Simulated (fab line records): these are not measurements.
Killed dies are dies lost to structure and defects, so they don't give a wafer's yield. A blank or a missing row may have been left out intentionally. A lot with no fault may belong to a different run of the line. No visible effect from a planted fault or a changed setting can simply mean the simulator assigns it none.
fab line records	flow nandHarc
record: lots: 7	wafers: 21	lastDay: 33
route steps=1302 shown P_STI@77 END@1302
lots that met no fault: taken from a fault-free run of the same line
startH: hours from the record's opening day to when the first of the lot's shown wafers began	waitH: time in hours since the lot's previous step	" repeats the value in the row above	L1.1+2: a single row standing in for several wafers	- no value, or no start given	* or withheld: withheld	< > ~ a bound
route shown NAME@n: a module of which the file shows steps, and the number in the route of the first	usual: the fault-free wafers' mean and standard deviation	same: alike in all rows	chamber/n: place in a boat	sites: the reading at each site	_std_site: their standard deviation	_edge_site: mean of outer sites minus mean of inner sites	radiusMm: how far each site lies from the wafer's centre	mask NAME#n: copy n	behind: tool/chamber where the wafer was last shaped	hold: what put the lot on hold/how long, in hours/how the hold closed	device: the transistor (n, p or np) that didn't switch	end of line: tests of these same wafers at the route's end	step lacking rows: just its recipe	killed: the dies lost at the first sort to structure and to defects; this is not the yield of the wafer	map: shows each die of a wafer: x if killed, . if not, _ if none is there
set.NAME: the setting that was run; set.NAME@STEP: the one run at that earlier step	model.NAME: the simulator's own value behind a step, which no gauge read
a table for each step, a row for each wafer; lots at some steps of the route
services: from which hour (startH, from the record's first day; less than 0 if before it) a tool's chamber was out of use, for how many hours, and why
== steps ==
step: NHARC_P_STI_COAT_03
recipe: spinRpm: 2000	resistThkNm: 600
step: NHARC_P_STI_SOFTBAKE_04
recipe: tempC: 125	timeS: 70
step: NHARC_P_STI_EBR_05
step: NHARC_P_STI_EXPOSE_06
recipe: na: 0.55	targetCdNm: 200	doseMj: 37.69	maskId: P_STI
step: NHARC_P_STI_PEB_07
recipe: pebTempC: 128	pebTimeS: 80
step: NHARC_P_STI_DEVELOP_08
recipe: timeS: 50	devTempC: 22
step: NHARC_P_STI_CD_MEAS_09
recipe: targetCdNm: 200	landingEnergyEv: 500
usual: cdNm: 199.0/2.1
lot.wafer	tool	chamber	startH	waitH	cdNm
L966.1	cdSem-03	0	74.06	-	197.7
L966.4	"	0	"	"	201.6
L966.6	"	0	"	"	196.2
L967.2	cdSem-01	0	85.71	-	196.2
L967.3	"	0	"	"	197.7
L967.4	"	0	"	"	197.6
L968.2	cdSem-02	0	94.19	-	200.9
L968.3	"	0	"	"	200.3
L968.4	"	0	"	"	201.1
L973.3	cdSem-01	0	144.36	-	197.9
L973.4	"	0	"	"	200.9
L973.5	"	0	"	"	198.8
L979.1	cdSem-03	0	204.43	-	197.8
L979.3	"	0	"	"	200.6
L979.4	"	0	"	"	199.6
L982.2	cdSem-03	0	233.65	-	205.7
L982.3	"	0	"	"	202.1
L982.5	"	0	"	"	203.2
L985.2	cdSem-03	0	264.97	-	200.1
L985.5	"	0	"	"	199.6
L985.6	"	0	"	"	193.4
step: NHARC_P_STI_OVL_MEAS_10
usual: overlayXNm: 0/5	overlayYNm: -1/5.9
lot.wafer	tool	chamber	startH	waitH	overlayXNm	overlayYNm
L966.1	overlay-02	-	74.15	-	1	-8
L966.4	"	-	"	"	0	-8
L966.6	"	-	"	"	0	-8
L967.2	overlay-02	-	85.80	-	2	3
L967.3	"	-	"	"	3	3
L967.4	"	-	"	"	3	4
L968.2	overlay-02	-	94.27	-	-8	-9
L968.3	"	-	"	"	-8	-9
L968.4	"	-	"	"	-8	-9
L973.3	overlay-01	-	144.46	-	4	-4
L973.4	"	-	"	"	3	-4
L973.5	"	-	"	"	3	-4
L979.1	overlay-02	-	204.52	-	-4	4
L979.3	"	-	"	"	-4	3
L979.4	"	-	"	"	-5	4
L982.2	overlay-01	-	233.73	-	0	1
L982.3	"	-	"	"	0	0
L982.5	"	-	"	"	0	0
L985.2	overlay-02	-	265.06	-	1	3
L985.5	"	-	"	"	1	4
L985.6	"	-	"	"	2	4
step: NHARC_P_STI_INSPECT_11
usual: rawDefectCount: 6.0/2.9
lot.wafer	tool	chamber	startH	waitH	rawDefectCount
L966.1	defectInspect-01	-	74.18	0.0	5
L966.4	"	-	"	"	6
L966.6	"	-	"	"	8
L967.2	defectInspect-02	-	85.83	0.0	7
L967.3	"	-	"	"	4
L967.4	"	-	"	"	6
L968.2	defectInspect-01	-	94.31	0.0	6
L968.3	"	-	"	"	5
L968.4	"	-	"	"	6
L973.3	defectInspect-01	-	144.49	0.0	8
L973.4	"	-	"	"	6
L973.5	"	-	"	"	1
L979.1	defectInspect-01	-	204.55	0.0	2
L979.3	"	-	"	"	5
L979.4	"	-	"	"	2
L982.2	defectInspect-01	-	233.77	0.0	11
L982.3	"	-	"	"	9
L982.5	"	-	"	"	4
L985.2	defectInspect-02	-	265.10	0.0	11
L985.5	"	-	"	"	6
L985.6	"	-	"	"	5
step: NHARC_P_STI_HARDBAKE_13
recipe: tempC: 118	timeS: 65
step: NHARC_P_STI_DESCUM_14
recipe: timeS: 3	o2FlowSccm: 200	arFlowSccm: 0	biasPowerW: 0	chemistry: O2
usual: drypumpMotorCurrentA: 5.5/0.51	mfcArSccm: 0.009/0.01	oesProductAu: 1.000/0.0099	rfVppV: 57.7/0.86	showerheadPlenumPTorr: 1.89/0.09	throttleValvePct: 11.312/0.0097
lot.wafer	tool	chamber	startH	waitH	drypumpMotorCurrentA	mfcArSccm	oesProductAu	rfHoursCounterH	rfVppV	showerheadPlenumPTorr	throttleValvePct
L966.4	rieDiel-06	3	74.34	-	5.5	0	1.005	8	57.6	1.78	11.326
L966.1	"	0	"	"	5.1	0.001	1.011	8	58.0	1.85	11.313
L966.6	"	2	"	"	5.6	0	1.018	-	58.5	1.92	11.302
L967.3	rieDiel-06	3	85.97	-	5.5	0	1.005	9	55.9	1.78	11.317
L967.4	"	0	"	"	5.2	0.001	1.013	9	58.6	1.85	11.314
L967.2	"	2	"	"	5.6	0	1.016	9	58.8	1.92	11.307
L968.2	rieDiel-06	1	94.44	-	5.4	0	0.992	10	58.5	1.78	11.309
L968.4	"	2	"	"	5.6	0	1.019	10	58.4	1.92	11.305
L968.3	"	3	"	"	5.4	0	0.996	9	56.2	1.78	11.305
L973.3	rieDiel-06	3	144.64	-	5.5	0	1.012	0	57.4	1.78	11.338
L973.4	"	1	"	"	5.4	0	1.005	0	57.3	1.78	11.311
L973.5	"	2	"	"	5.6	0	1.000	-	58.6	1.92	11.318
L979.1	rieDiel-09	2	204.69	-	4.6	0.025	0.992	2	56.0	2.04	11.316
L979.4	"	0	"	"	5.0	0.003	0.998	2	57.5	2.01	11.327
L979.3	"	1	"	"	5.5	0	0.983	2	58.1	1.83	11.326
L982.2	rieDiel-11	2	233.91	-	5.4	0.025	1.006	7	57.4	1.88	11.311
L982.3	"	3	"	"	6.4	0.007	1.010	7	56.5	1.92	11.322
L982.5	"	0	"	"	6.7	0.025	1.007	-	59.4	2.05	11.297
L985.2	rieDiel-11	0	265.23	-	6.6	0.025	0.996	0	57.2	2.05	11.314
L985.6	"	0	"	"	6.7	0.025	1.008	-	59.8	2.05	11.301
L985.5	"	1	"	"	5.9	0.012	1.005	-	58.3	1.82	11.306
step: NHARC_P_STI_ETCH_42
recipe: targetDepthA: 800	overetchA: 240	timeS: 61	ionEnergyEv: 200	n2FlowSccm: 150	h2FlowSccm: 150	arFlowSccm: 0	rfW: 400	biasW: 150	chemistry: N2/H2
usual: biasW: 150.0/0.41	chamberPressureMTorr: 29.998/0.029	drypumpMotorCurrentA: 5.6/0.52	mfcArSccm: 0.008/0.01	oesProductAu: 1.000/0.01	rfVppV: 429.8/2.9	showerheadPlenumPTorr: 2.02/0.1	throttleValvePct: 14.170/0.0094
lot.wafer	tool	chamber	startH	waitH	biasW	chamberPressureMTorr	drypumpMotorCurrentA	mfcArSccm	oesProductAu	rfHoursCounterH	rfVppV	showerheadPlenumPTorr	throttleValvePct
L966.1	rieDiel-06	3	74.40	0.1	150.1	30.004	5.5	0	1.004	8	426.7	1.90	14.158
L966.4	"	1	"	"	150.6	29.890	5.4	0	0.991	8	426.0	1.90	14.167
L966.6	"	3	"	"	150.6	29.996	5.5	0	1.005	-	426.2	1.90	14.166
L967.3	rieDiel-06	2	86.05	0.1	149.6	30.061	5.6	0	1.024	9	430.6	2.04	14.161
L967.2	"	0	"	"	149.6	29.960	5.2	0.001	1.030	9	429.2	1.97	14.152
L967.4	"	1	"	"	149.1	30.035	5.4	0	0.988	9	426.8	1.90	14.157
L968.2	rieDiel-06	1	94.53	0.1	150.1	30.006	5.4	0	1.003	10	425.5	1.90	14.171
L968.4	"	2	"	"	149.7	29.973	5.6	0	1.022	10	429.9	2.04	14.164
L968.3	"	0	"	"	150.1	30.005	5.2	0.001	1.024	9	428.1	1.97	14.172
L973.3	rieDiel-06	2	144.71	0.1	149.7	30.050	5.6	0	0.991	0	430.9	2.04	14.153
L973.4	"	0	"	"	149.9	30.023	5.2	0.001	1.003	0	429.7	1.97	14.157
L973.5	"	3	"	"	149.8	29.972	5.5	0	1.011	-	425.7	1.89	14.161
L979.4	rieDiel-09	1	204.77	0.1	150.3	29.994	5.5	0	0.991	2	427.8	1.95	14.179
L979.1	"	2	"	"	149.7	30.005	4.6	0.025	0.990	2	434.1	2.18	14.188
L979.3	"	3	"	"	150.0	29.955	5.6	0.014	1.002	2	428.9	2.00	14.181
L982.3	rieDiel-11	0	234.01	0.1	150.3	29.950	6.7	0.025	1.007	6	434.5	2.19	14.174
L982.2	"	2	"	"	150.5	30.023	5.4	0.025	1.009	7	428.8	2.00	14.192
L982.5	"	3	"	"	150.1	29.971	6.4	0.007	1.000	-	431.3	2.05	14.180
L985.2	rieDiel-11	1	265.32	0.1	150.0	29.976	5.9	0.012	0.993	0	426.9	1.94	14.183
L985.6	"	0	"	"	151.3	29.990	6.7	0.025	0.987	-	433.9	2.19	14.176
L985.5	"	1	"	"	149.5	30.016	5.8	0.012	0.993	-	427.5	1.94	14.195
step: NHARC_P_STI_ETCH_31
recipe: targetDepthA: 1089	timeS: 54.5	cf4FlowSccm: 100	chf3FlowSccm: 30	arFlowSccm: 0	rfW: 500	biasW: 200	chemistry: CF4/CHF3
usual: biasW: 199.9/0.56	cf4FlowSccm: 100.0/0.31	drypumpMotorCurrentA: 5.6/0.51	mfcArSccm: 0.008/0.0099	oesProductAu: 0.959/0.019	rfVppV: 370.1/2.5	showerheadPlenumPTorr: 1.56/0.07	throttleValvePct: 16.803/0.0094
lot.wafer	tool	chamber	startH	waitH	biasW	cf4FlowSccm	drypumpMotorCurrentA	mfcArSccm	oesProductAu	rfHoursCounterH	rfVppV	showerheadPlenumPTorr	throttleValvePct
L966.4	rieDiel-06	1	74.50	-	-	-	-	-	-	-	-	-	-
L966.1	"	2	"	"	-	-	-	-	-	-	-	-	-
L966.6	"	0	"	"	-	-	-	-	-	-	-	-	-
L967.4	rieDiel-06	3	86.14	-	-	-	-	-	-	-	-	-	-
L967.3	"	0	"	"	-	-	-	-	-	-	-	-	-
L967.2	"	2	"	"	-	-	-	-	-	-	-	-	-
L968.2	rieDiel-06	2	94.61	-	-	-	-	-	-	-	-	-	-
L968.4	"	0	"	"	-	-	-	-	-	-	-	-	-
L968.3	"	1	"	"	-	-	-	-	-	-	-	-	-
L973.3	rieDiel-06	2	144.80	-	199.8	100.2	5.6	0	0.955	0	371.1	1.58	16.804
L973.4	"	0	"	"	200.5	99.8	5.2	0.001	0.975	0	368.2	1.52	16.794
L973.5	"	3	"	"	199.8	100.1	5.5	0	0.976	-	366.5	1.47	16.803
L979.3	rieDiel-09	2	204.85	-	200.2	100.7	4.6	0.025	0.910	2	374.3	1.67	16.811
L979.4	"	3	"	"	200.7	100.4	5.7	0.014	0.937	2	369.1	1.54	16.801
L979.1	"	0	"	"	200.2	99.9	5.0	0.003	0.923	2	373.9	1.65	16.806
L982.2	rieDiel-11	3	234.56	-	199.5	99.8	6.4	0.007	0.927	7	371.3	1.58	16.813
L982.3	"	2	"	"	199.6	100.0	5.5	0.025	0.918	7	370.7	1.55	16.803
L982.5	"	3	"	"	200.3	99.6	6.4	0.007	0.927	-	370.7	1.58	16.807
L985.2	rieDiel-11	1	265.40	-	199.5	99.4	5.9	0.012	0.954	0	369.0	1.50	16.788
L985.6	"	1	"	"	198.2	99.7	5.9	0.012	0.950	-	367.7	1.50	16.788
L985.5	"	2	"	"	199.5	100.3	5.4	0.025	0.975	-	370.6	1.55	16.793
step: NHARC_P_STI_ETCH_15
recipe: targetDepthA: 3000	taperDeg: 4	timeS: 100.1	hbrFlowSccm: 150	cl2FlowSccm: 50	rfW: 400	icpW: 400	biasW: 100	chemistry: HBr/Cl2
usual: biasW: 100.00/0.26	chamberPressureMTorr: 15.000/0.014	drypumpMotorCurrentA: 5.5/0.46	oesProductAu: 0.998/0.01	throttleValvePct: 26.404/0.0093
lot.wafer	tool	chamber	startH	waitH	biasW	chamberPressureMTorr	drypumpMotorCurrentA	oesProductAu	rfHoursCounterH	throttleValvePct
L966.1	rieSi-05	1	74.61	-	99.54	15.000	6.0	0.998	0.6	26.399
L966.4	"	2	"	"	100.29	14.989	4.9	1.002	0.8	26.406
L966.6	"	0	"	"	99.58	14.983	5.1	1.010	-	26.406
L967.2	rieSi-03	0	86.24	-	99.83	15.007	6.2	0.994	0.2	26.402
L967.3	"	1	"	"	100.19	14.998	5.1	0.996	0.1	26.399
L967.4	"	2	"	"	99.96	14.998	5.5	0.981	0.2	26.397
L968.4	rieSi-05	2	94.72	-	99.63	14.996	4.9	0.983	0.9	26.397
L968.3	"	3	"	"	100.07	14.987	5.3	1.000	0.9	26.411
L968.2	"	1	"	"	100.05	14.991	5.9	0.996	0.8	26.414
L973.4	rieSi-03	2	144.90	-	99.72	14.988	5.5	0.990	0.6	26.415
L973.3	"	1	"	"	99.70	14.997	5.1	1.012	0.6	26.383
L973.5	"	2	"	"	99.92	15.009	5.5	1.000	-	26.407
L979.3	rieSi-04	2	204.96	-	99.63	14.997	5.6	0.997	0.2	26.399
L979.1	"	3	"	"	99.69	15.017	6.5	1.018	0.2	26.397
L979.4	"	1	"	"	100.47	15.005	6.0	1.008	0.2	26.402
L982.2	rieSi-03	0	234.67	-	99.86	14.977	6.2	0.994	0.0	26.401
L982.3	"	3	"	"	99.76	14.997	5.3	0.999	0.0	26.390
L982.5	"	1	"	"	99.74	14.991	5.1	1.001	-	26.416
L985.2	rieSi-03	2	265.55	-	99.78	15.018	5.5	0.993	0.3	26.399
L985.5	"	3	"	"	100.61	15.011	5.3	1.013	-	26.402
L985.6	"	0	"	"	100.06	15.001	6.2	0.990	-	26.394
step: NHARC_END_SORT_01
recipe: tempC: 25
usual: defectLimitedYield: 91/3.5	killedAtArray: 59/24	killedAtOther: 0.7/1.2	killedAtPeriphery: 3.5/2.6	killedDies: 63/24	killedOpen: 3.2/2.1	killedShort: 2.4/1.5
same: grossDies: 677
lot.wafer	tool	chamber	startH	waitH	defectLimitedYield[%]	killedAtArray	killedAtOther	killedAtPeriphery	killedDies	killedOpen	killedShort
L973.3	prober-01	0	662.45	3.1	95	30	0	7	37	7	3
L973.4	prober-01	0	663.26	3.4	95	26	2	4	32	0	4
L973.5	prober-01	0	664.06	3.7	95	27	0	7	34	4	3
killed by level:class
L973.3 A_CHANNEL_HOLE_D2:chamberFilmFlake=10 A_CHANNEL_HOLE_D1:chamberFilmFlake=7 P_STI:chamberFilmFlake=3 A_WL_FILL:geometricParticle:short=2 A_WL_FILL:geometricParticle:open=2 P_CONTACT:chamberFilmFlake=2 A_SLIT:chamberFilmFlake=2 P_GATE:geometricParticle:open=1
L973.4 A_CHANNEL_HOLE_D2:chamberFilmFlake=9 A_CHANNEL_HOLE_D1:chamberFilmFlake=4 A_ZERO_WELL:chamberFilmFlake=2 A_STAIRCASE:chamberFilmFlake=2 A_SLIT:chamberFilmFlake=2 A_CONTACT:chamberFilmFlake=2 A_M0:chamberFilmFlake=2 THIN_TSV:chamberFilmFlake=2
L973.5 A_CHANNEL_HOLE_D2:chamberFilmFlake=11 P_STI:chamberFilmFlake=4 A_CHANNEL_HOLE_D1:chamberFilmFlake=4 A_SLIT:chamberFilmFlake=3 A_BLC:geometricParticle:open=2 A_CONTACT:chamberFilmFlake=2 P_CONTACT:geometricParticle:open=1 A_CHANNEL_FILL_D1:geometricParticle:short=1
== services ==
tool	chamber	startH	hours	kind
rieDiel-06	0	60.32	-	clean
rieDiel-06	1	60.32	-	clean
rieDiel-06	2	60.32	-	clean
rieDiel-06	3	60.32	-	clean
rieDiel-09	2	69.44	10.3	repair
rieDiel-06	-	77.52	0.5	repair
rieDiel-11	-	78.50	9.0	pm
rieDiel-06	0	84.82	-	clean
rieDiel-06	1	84.82	-	clean
rieDiel-06	2	84.82	-	clean
rieDiel-06	0	107.63	2.8	repair
rieSi-03	0	115.99	17.6	repair
rieDiel-09	3	116.18	2.7	repair
rieSi-03	1	119.34	3.9	repair
rieSi-05	-	128.00	9.0	pm
rieDiel-06	-	130.20	9.0	pm
rieDiel-09	-	143.10	9.0	pm
rieSi-04	-	165.00	9.0	pm
rieSi-03	-	221.00	9.0	pm
rieDiel-11	1	229.66	18.1	repair
rieSi-03	1	239.67	11.6	repair
rieDiel-09	0	248.79	25.1	repair
rieDiel-11	-	255.50	9.0	pm
rieDiel-06	3	262.29	2.4	repair
== key ==
firstSign: step: NHARC_P_STI_ETCH_31	reading: toolRecord	direction: missing
effect none on later readings
metAt NHARC_P_STI_ETCH_31
struckWafers L966.1,L966.4,L966.6,L967.2,L967.3,L967.4,L968.2,L968.3,L968.4
rowsEnd L967.2,L967.3,L967.4
laterRowsLeftOut L966.1,L966.4,L966.6,L968.2,L968.3,L968.4
sortLeftOut L966.1,L966.4,L966.6,L968.2,L968.3,L968.4
testerLeftOut L966,L968
fault: kind: skippedStepWhole	tool: rieDiel-06	chamber: -	onsetH: 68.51	steps: NHARC_P_STI_ETCH_31	scope: struckLotsOnly
testerLeftOut: of these lots the tester's yield and bins aren't shown, on N5 and GAA mostly nor the transistor test; their killed dies are dies lost to structure and defects alone, not to doping, threshold or leakage, so they don't give the yield
sortLeftOut: the simulated sort isn't trusted on such a fault, so these wafers' sort isn't shown, and their yield isn't known
laterRowsLeftOut: the simulator's readings of these wafers behind a module that went badly wrong aren't trusted and aren't shown, but for the sort
rowsEnd: these wafers met a further fault down the route, and their rows from its step on are left out
